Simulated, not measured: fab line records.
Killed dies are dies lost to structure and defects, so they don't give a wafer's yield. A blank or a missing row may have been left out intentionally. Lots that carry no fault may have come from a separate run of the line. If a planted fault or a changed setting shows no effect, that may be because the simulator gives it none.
Matching of chambers | flow nand harc | 3 sister chambers for NHARC_P_M0_DEP_32 on pecvd-01
The step deposits SiCN, target thk 30 nm. 6 wafers are shown with their chamber, then 9 later ones without.

WAFERS WITH THEIR CHAMBER
wafer  | chamber | heater power w (W) | rf fwd power W (W)
L082.6 | 2       | 629                | 448.6
L085.3 | 1       | 491                | 450.4
L085.4 | 2       | 612                | 450.6
L086.2 | 0       | 579                | 452.0
L086.5 | 1       | 487                | 448.3
L086.6 | 0       | 587                | 450.8

WAFERS WITHOUT THEIR CHAMBER
wafer  | heater power w (W) | rf fwd power W (W)
L089.3 | 444                | 448.6
L089.5 | 614                | 448.6
L089.6 | 602                | 451.1
L088.2 | 661                | 448.2
L088.4 | 658                | 448.8
L088.5 | 450                | 450.6
L096.1 | 560                | 448.9
L096.3 | 695                | 449.8
L096.6 | 694                | 447.6

WHICH CHAMBER EACH ONE RAN IN
wafer  | from the rows above     | in truth
L089.3 | 1                       | 1
L089.5 | 2                       | 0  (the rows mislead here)
L089.6 | can't be placed: 0 or 2 | 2
L088.2 | 2                       | 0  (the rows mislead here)
L088.4 | 2                       | 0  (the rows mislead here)
L088.5 | 1                       | 1
L096.1 | 0                       | 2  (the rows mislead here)
L096.3 | 2                       | 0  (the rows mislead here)
L096.6 | 2                       | 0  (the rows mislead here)
2 of 9 placed correctly. Cannot be placed on the basis of these rows: 1; the candidates contain the true chamber in 1. Number placed wrongly: 6.
How it was worked out, from the rows above alone: a wafer's distance from a chamber is the root of the sum, over the readings, of the square of ((its reading less the chamber's mean) divided by the reading's scatter). The wafer belongs to the nearest chamber; if the next one is less than 2 further off, it can't be placed. For every chamber, the mean is computed from those of its wafers that are shown. The scatter is the square root of a quotient: the sum, over the shown wafers, of each reading's squared deviation from its chamber's mean, divided by wafers minus chambers.
